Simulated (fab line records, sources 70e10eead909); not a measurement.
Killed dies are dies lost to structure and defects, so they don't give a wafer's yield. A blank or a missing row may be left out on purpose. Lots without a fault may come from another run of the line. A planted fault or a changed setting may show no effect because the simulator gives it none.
Chamber matching | flow nand_harc | NHARC_A_STAIRCASE_DEP_322 on pecvd-02: 3 sister chambers
The step deposits SiO2, target thk 3800 nm. 3 wafers are shown with their chamber, then 8 later ones without.

WAFERS WITH THEIR CHAMBER
wafer  | chamber | heater_power_w (W)
L088.4 | 1       | 637
L093.6 | 2       | 643
L094.2 | 0       | 888

WAFERS WITHOUT THEIR CHAMBER
wafer  | heater_power_w (W)
L094.3 | 725
L094.5 | 795
L095.1 | 955
L095.2 | 743
L095.4 | 643
L097.1 | 662
L097.2 | 797
L097.5 | 809

WHICH CHAMBER EACH WENT THROUGH
wafer  | from the rows above          | in truth
L094.3 | can't be placed: 2 or 1 or 0 | 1
L094.5 | can't be placed: 0 or 2 or 1 | 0
L095.1 | 0                            | 0
L095.2 | can't be placed: 2 or 1 or 0 | 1
L095.4 | can't be placed: 2 or 1      | 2
L097.1 | can't be placed: 2 or 1      | 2
L097.2 | can't be placed: 0 or 2 or 1 | 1
L097.5 | can't be placed: 0 or 2 or 1 | 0
Placed correctly: 1 of 8. Can't be placed from these rows: 7 (the true chamber is among the candidates in 7). Placed wrongly: 0.
How it was worked out, from the rows above alone: a wafer's distance from a chamber is the root of the sum, over the readings, of the square of ((its reading less the chamber's mean) divided by the reading's scatter). The wafer belongs to the nearest chamber; if the next one is less than 2 further off, it can't be placed. A chamber's mean is the mean of its shown wafers. The scatter: with one shown wafer a chamber, the root of the mean of the squares of how far each hidden wafer lies from its nearest shown one.
